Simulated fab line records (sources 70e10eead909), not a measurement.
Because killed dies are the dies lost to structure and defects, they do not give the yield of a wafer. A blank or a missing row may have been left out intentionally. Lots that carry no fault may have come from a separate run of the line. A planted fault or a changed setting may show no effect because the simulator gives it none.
Chamber matching	flow nand-harc	NHARC_P_M0_DESCUM_14 on rie-diel-02: 4 sister chambers
The step chemistry O2, time 3 s. 18 wafers are shown with their chamber, then 9 later ones without.

WAFERS, EACH WITH ITS CHAMBER
wafer	chamber	showerhead-plenum-p-Torr (Torr)	drypump-motor-current-A (A)	oes-product-au (a.u.)
L075.1	2	1.89	5.8	0.997
L075.2	3	2.02	5.3	0.996
L075.3	1	1.85	5.6	1.006
L075.4	0	2.07	6.1	1.014
L075.5	2	1.89	5.8	0.997
L075.6	3	2.01	5.3	0.998
L078.4	2	1.89	5.8	1.000
L078.5	1	1.84	5.7	0.990
L078.6	0	2.06	6.1	1.011
L080.3	3	2.01	5.2	1.003
L080.4	1	1.84	5.6	0.999
L080.6	1	1.84	5.6	0.999
L090.1	0	2.05	6.1	1.011
L090.2	3	2.00	5.3	1.003
L090.5	0	2.05	6.1	1.004
L091.2	1	1.83	5.7	1.005
L091.4	0	2.05	6.1	0.995
L091.5	1	1.83	5.6	0.995

SIGNATURES, as means of the wafers listed above
reading	chamber 0	chamber 1	chamber 2	chamber 3	scatter within a chamber
showerhead-plenum-p-Torr	2.0560	1.8383	1.8900	2.0100	0.00758
drypump-motor-current-A	6.100	5.633	5.800	5.275	0.0386
oes-product-au	1.00700	0.99900	0.99800	1.00000	0.00573
Rule: a wafer's distance from a chamber is the root of the sum, over the readings, of the square of ((its reading less the chamber's mean) divided by the reading's scatter). The wafer belongs to the nearest chamber; if the next one is less than 2 further off, it can't be placed. How the scatter is found: for the shown wafers, subtract from each reading the mean of its chamber, square and add these, divide the total by (wafers less chambers), then take the root.

WAFERS WHOSE CHAMBER IS MISSING
wafer	showerhead-plenum-p-Torr (Torr)	drypump-motor-current-A (A)	oes-product-au (a.u.)
L095.2	1.87	5.8	0.994
L095.4	2.04	6.1	0.996
L095.6	2.04	6.1	0.996
L095.1	1.99	5.3	1.019
L095.3	1.83	5.6	0.987
L095.5	1.83	5.6	0.989
L097.4	1.99	5.2	1.012
L097.5	2.04	6.1	1.007
L097.6	1.83	5.7	0.995

CHAMBER TAKEN BY EACH
wafer	from the rows above	in truth
L095.2	2	2
L095.4	0	0
L095.6	0	0
L095.1	3	3
L095.3	1	1
L095.5	1	1
L097.4	3	3
L097.5	0	0
L097.6	1	1
9 of 9 placed correctly. Left unplaced by these rows: 0. 0 placed wrongly.
